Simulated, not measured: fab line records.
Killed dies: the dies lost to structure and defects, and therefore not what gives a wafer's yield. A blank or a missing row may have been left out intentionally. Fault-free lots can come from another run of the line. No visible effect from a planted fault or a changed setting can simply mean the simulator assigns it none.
Which tool did it? | flow n5 finfet | 6 lots, 16 wafers sampled, at 1 step of a route of 1938

## WHAT THE GAUGES READ, wafer by wafer
N5_MIM_BOT_LITHO_CD_MEAS_08: the cd target is 3000 nm.
lot  | measured     | on        | cd nm (nm)
L594 | day 13 09:29 | cd sem-02 | 3000.3 2996.8 3001.5
L597 | day 14 11:01 | cd sem-03 | 3001.9
L600 | day 15 10:22 | cd sem-02 | 3002.9 3005.7 3002.1
L602 | day 15 16:56 | cd sem-03 | 2997.3 3001.2 3000.6
L607 | day 17 01:08 | cd sem-02 | 3001.3 2999.5 3002.0
L612 | day 17 20:32 | cd sem-02 | 2999.4 2995.3 2997.3

## WHICH TOOL RAN EACH LOT (tool, then ch and the chambers of the sampled wafers, then the start)
No process step before these readings appears in the record.

## THE ANSWER, worked out from the rows above alone
Rule: the usual values come from the lots themselves. Put in order of their means at a reading, lots are off if they are a third of the lots or fewer, leave a main group of 4 or more, and stand apart from it by a gap of 3 or more times the standard deviation of the main group's means; of several such gaps the widest counts. Not used: any main group whose means are identical at the precision the tables above print for the reading. A lot without any number at a reading at which 4 lots or more have one is off too. The other lots that the step has rows for count as sound.
None of the lots is off at any reading shown; this tells nothing.

## WHAT THE SIMULATOR HAD INSERTED
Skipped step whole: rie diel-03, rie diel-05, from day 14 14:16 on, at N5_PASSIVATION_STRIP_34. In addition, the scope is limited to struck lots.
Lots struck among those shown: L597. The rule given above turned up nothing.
